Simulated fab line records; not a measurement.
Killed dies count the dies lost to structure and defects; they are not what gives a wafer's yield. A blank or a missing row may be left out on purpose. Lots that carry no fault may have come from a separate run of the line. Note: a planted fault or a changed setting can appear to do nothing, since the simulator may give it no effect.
A struck lot beside a sound one ; flow n5Finfet ; 15 out of 1938 route steps
Sound: wafers L884.1, L884.4, L884.5. Struck: wafer L886.5; the same lot's L886.6 was not struck, so it is left out; see the end for the cause.
Per side, at each step with rows, come the tool, then ch with its chambers, and then its first start. Under that, the readings that differ: sound wafers ; struck wafers ; difference of the means ; sigmas: that difference in standard deviations of wafers without a fault.
alike: same words and numbers on both sides, and readings whose means sit less than 2 such deviations apart. not compared: any withheld reading, any reading some wafer has no value for, any bound like >300 that may hide the same value, and any number with overlapping values for which the record gives no deviation.
A row with sigmas, a row that says differs or no value, or rows on one side alone: a step with any of these is where the two part. Non-overlapping numbers with no deviation appear without sigmas and do not part them. A reading that every wafer of one side lacks parts them only if that side has two wafers or more.

N5_BEOL_M1_ANNEAL_87: time 240 s.
  sound on pvdSputter-02 at day 8 05:37; struck on pvdSputter-02 at day 8 13:00
  alike: heaterPowerW
then, 5 steps without rows for these wafers: N5_BEOL_M1_SPUTTER_88 (material Cu, target thk 4.5 nm, time 8.29 s); N5_BEOL_M1_ANNEAL_89 (time 240 s); N5_BEOL_M1_SPUTTER_90 (material Cu, target thk 4.5 nm, time 8.29 s); N5_BEOL_M1_ANNEAL_91 (time 240 s); N5_BEOL_M1_SPUTTER_92 (material Cu, target thk 4.5 nm, time 8.29 s).
N5_BEOL_M1_ANNEAL_93: time 240 s.
  sound on pvdSputter-02 at day 8 06:17; struck on pvdSputter-02 at day 8 13:40
  alike: heaterPowerW
N5_BEOL_M1_SPUTTER_94: material Cu, target thk 4.5 nm, time 8.29 s.
  sound on pvdSputter-02 at day 8 06:25; struck on pvdSputter-02 at day 8 13:46
  alike: throttleValvePct
then, 1 step without rows for these wafers: N5_BEOL_M1_ANNEAL_95 (time 240 s).
N5_BEOL_M1_SPUTTER_96: material Cu, target thk 4.5 nm, time 8.29 s.
  sound on pvdSputter-02 at day 8 06:38; struck on pvdSputter-02 at day 8 13:59
  alike: throttleValvePct
then, 1 step without rows for these wafers: N5_BEOL_M1_ECD_50 (material Cu, target thk 300 nm).
N5_BEOL_M1_ANNEAL_51: time 90 s.
  sound on rtpAnneal-01 ch 0, day 8 06:55; struck on rtpAnneal-01 ch 0, day 8 14:20
  alike: wafer_temp_C_max
N5_BEOL_M1_CMP_52: polishes, stops on SiOC, t overpolish 6.8 s, target thk 40 nm.
  sound on cmp-02 ch 0,2, day 8 07:13; struck on cmp-02 ch 1, day 8 14:36
reading;sound;struck;difference;sigmas
barrierFieldEndpointS (s);25.1 24.9 24.9;13.8;-11.2;-15
timeToEndpointS (s);66 65 65;36;-29;-9
  alike: motorCurrentA, overpolishRunS, slurryFilterDpKPa
-- the record jumps here: 3 days lie between the struck wafers' starts before and after (it left off in module BEOL_M1 and takes up again in module BEOL_M4, whose first step shown is number 1111 of the route) --
N5_BEOL_M4_RC_MEAS_101:
  sound on prober-01 ch 0, day 10 17:10; struck on prober-02 ch 0, day 11 09:36
reading;sound;struck;difference;sigmas
DIBL_N (mV/V);37.4 36.0 35.0;41.5;+5.4;+2
IOFF_N (nA/um);0.19 0.18 0.15;0.30;+0.13;+2
SS_N (mV/dec);71.6 71.2 70.8;73.7;+2.5;+3
  alike: DIBL_P, IOFF_P, ION_N, ION_P, SS_P, VT_N, VT_P
-- a jump in the record: the struck wafers' starts before and after are 4 days apart (it breaks off in module BEOL_M4 and resumes in module PASSIVATION, where the first step shown is number 1936 of the route) --
N5_PASSIVATION_PROBE_49:
  sound on prober-01 at day 14 20:09; struck on prober-02 at day 15 18:59
  alike: defectLimitedYield, killed_at_M0_to_M3, killed_at_M4_up, killedAtContacts, killedAtFrontEnd, killedAtOther, killedDies, killedOpen, killedShort, sort_bin_4_leakage, sort_bin_5_function, sort_bin_6_memory, sort_bin_8_speed, sortNPass

## WHERE THEY PART
At N5_BEOL_M1_CMP_52 first; at N5_BEOL_M4_RC_MEAS_101 last (within this record only). Later steps at which nothing parts them and some readings are alike: N5_PASSIVATION_PROBE_49.

WHY: what the simulator had put in
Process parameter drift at N5_BEOL_M1_CMP_52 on cmp-02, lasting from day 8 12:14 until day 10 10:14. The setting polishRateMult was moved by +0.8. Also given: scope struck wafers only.
